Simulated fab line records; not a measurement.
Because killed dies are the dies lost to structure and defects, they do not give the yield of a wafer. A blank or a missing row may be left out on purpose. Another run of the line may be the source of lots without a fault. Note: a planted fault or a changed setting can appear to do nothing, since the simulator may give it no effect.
Chamber matching    flow nand-harc    NHARC_A_CONTACT_ETCH_106 on rie-diel-04 has 4 sister chambers
The step etches the open film in CF4/O2, target depth 90 nm, overetch 9 nm, time 49.5 s. 14 wafers are shown with their chamber, then 7 later ones without.

## WAFERS, EACH WITH ITS CHAMBER
wafer   chamber  showerhead-plenum-p-Torr (Torr)  drypump-motor-current-A (A)  oes-product-au (a.u.)
L074.2  3        1.43                             6.5                          0.979
L074.5  0        1.30                             5.4                          0.993
L074.6  3        1.43                             6.6                          0.982
L076.2  1        1.29                             5.6                          1.003
L076.4  0        1.30                             5.5                          0.995
L076.5  3        1.43                             6.5                          0.990
L083.2  1        1.29                             5.6                          1.007
L083.5  3        1.43                             6.6                          0.992
L083.6  2        1.34                             5.2                          1.013
L087.2  2        1.34                             5.2                          1.007
L087.3  3        1.42                             6.6                          0.997
L087.5  0        1.29                             5.5                          0.993
L088.1  0        1.29                             5.4                          0.989
L088.2  1        1.29                             5.6                          0.997

SIGNATURES (averages over the wafers above)
reading                   chamber 0  chamber 1  chamber 2  chamber 3  scatter within a chamber
showerhead-plenum-p-Torr  1.2950     1.2900     1.3400     1.4280     0.00424
drypump-motor-current-A   5.450      5.600      5.200      6.560      0.0469
oes-product-au            0.99250    1.00233    1.01000    0.98800    0.00553
Rule: a wafer's distance from a chamber is the root of the sum, over the readings, of the square of ((its reading less the chamber's mean) divided by the reading's scatter). The wafer belongs to the nearest chamber; if the next one is less than 2 further off, it can't be placed. The scatter: the root of (the sum of the squares of (reading less its chamber's mean) over the shown wafers, divided by (wafers less chambers)).

## WAFERS WITH NO CHAMBER GIVEN
wafer   showerhead-plenum-p-Torr (Torr)  drypump-motor-current-A (A)  oes-product-au (a.u.)
L088.4  1.34                             5.2                          1.010
L091.1  1.42                             6.6                          0.989
L091.4  1.34                             5.2                          1.014
L091.5  1.28                             5.6                          1.009
L096.2  1.42                             6.6                          0.973
L096.3  1.29                             5.4                          0.981
L096.5  1.29                             5.5                          0.989

## WHICH CHAMBER EACH WENT THROUGH
wafer   from the rows above      in truth
L088.4  2                        2
L091.1  3                        3
L091.4  2                        2
L091.5  1                        1
L096.2  3                        3
L096.3  0                        0
L096.5  can't be placed: 0 or 1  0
Placed correctly: 6 of 7. Can't be placed from these rows: 1 (the true chamber is among the candidates in 1). Placed wrongly: 0.
